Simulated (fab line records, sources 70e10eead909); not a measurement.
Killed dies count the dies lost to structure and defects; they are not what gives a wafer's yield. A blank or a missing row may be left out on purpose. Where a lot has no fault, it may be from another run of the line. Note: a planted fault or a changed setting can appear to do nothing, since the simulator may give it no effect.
Which of the tools did it? + flow nandHarc + 6 lots, 18 wafers sampled, at 5 steps of a route of 1302

== WHAT THE GAUGES READ, wafer by wafer ==
NHARC_END_SORT_01.
| lot  | measured     | on        | killedAtArray |
|------|--------------|-----------|---------------|
| L997 | day 26 23:45 | prober-01 | 65 72 70      |
| L107 | day 31 03:42 | prober-01 | 115 113 97    |

== WHICH TOOL RAN EACH LOT (tool, then ch and the chambers of the sampled wafers, then the start) ==
| lot  | NHARC_A_CONTACT_ETCH_119           | NHARC_THIN_TSV_PRE_CLEAN_50            | NHARC_THIN_TSV_PVD_19                  | NHARC_THIN_TSV_CMP_21         |
|------|------------------------------------|----------------------------------------|----------------------------------------|-------------------------------|
| L993 | harCapEtch-02 ch 0,1, day 22 06:57 | pvdSputter-03, day 24 14:38 or earlier | pvdSputter-03, day 24 14:38 or earlier | cmp-04 ch 2,3, day 24 14:38   |
| L994 | harCapEtch-02 ch 0,1, day 22 18:13 | pvdSputter-01, day 25 02:03 or earlier | pvdSputter-01, day 25 02:03 or earlier | cmp-04 ch 0,1,2, day 25 02:03 |
| L997 | harCapEtch-01 ch 0,1, day 24 03:10 | pvdSputter-01, day 26 12:26 or earlier | pvdSputter-01, day 26 12:26 or earlier | cmp-01 ch 0,1,3, day 26 12:26 |
| L103 | harCapEtch-01 ch 0,1, day 26 10:29 | pvdSputter-03, day 28 23:44 or earlier | pvdSputter-03, day 28 23:44 or earlier | cmp-03 ch 0,1, day 28 23:44   |
| L107 | harCapEtch-02 ch 0,1, day 28 07:10 | pvdSputter-02, day 30 15:23 or earlier | pvdSputter-02, day 30 15:23 or earlier | cmp-03 ch 0,1, day 30 15:23   |
| L113 | harCapEtch-01 ch 1, day 30 11:48   | pvdSputter-03, day 32 22:03 or earlier | pvdSputter-03, day 32 22:03 or earlier | cmp-01 ch 1,3, day 32 22:03   |
- NHARC_A_CONTACT_ETCH_119: etches the open film in C4F8/O2/Ar, time 190 s, target depth 1850 nm.
- NHARC_THIN_TSV_PRE_CLEAN_50: time 30 s.
- NHARC_THIN_TSV_PVD_19: deposits TaN, target thk 20 nm.
- NHARC_THIN_TSV_CMP_21: polishes, t overpolish 30 s, target thk 2000 nm.

== THE ANSWER, worked out from the rows above alone ==
Rule: usual is defined by the lots themselves. Put in order of their means at a reading, lots are off if they are a third of the lots or fewer, leave a main group of 4 or more, and stand apart from it by a gap of 3 or more times the standard deviation of the main group's means; of several such gaps the widest counts. The tables above print the reading to a certain number of digits; a main group whose means all agree to those digits is not used. Also off: a lot with no number at a reading for which 4 or more lots have one. The other lots that the step has rows for count as sound.
Across all readings shown, no lot is off: no conclusion can be drawn from this.

== WHAT THE SIMULATOR HAD INSERTED ==
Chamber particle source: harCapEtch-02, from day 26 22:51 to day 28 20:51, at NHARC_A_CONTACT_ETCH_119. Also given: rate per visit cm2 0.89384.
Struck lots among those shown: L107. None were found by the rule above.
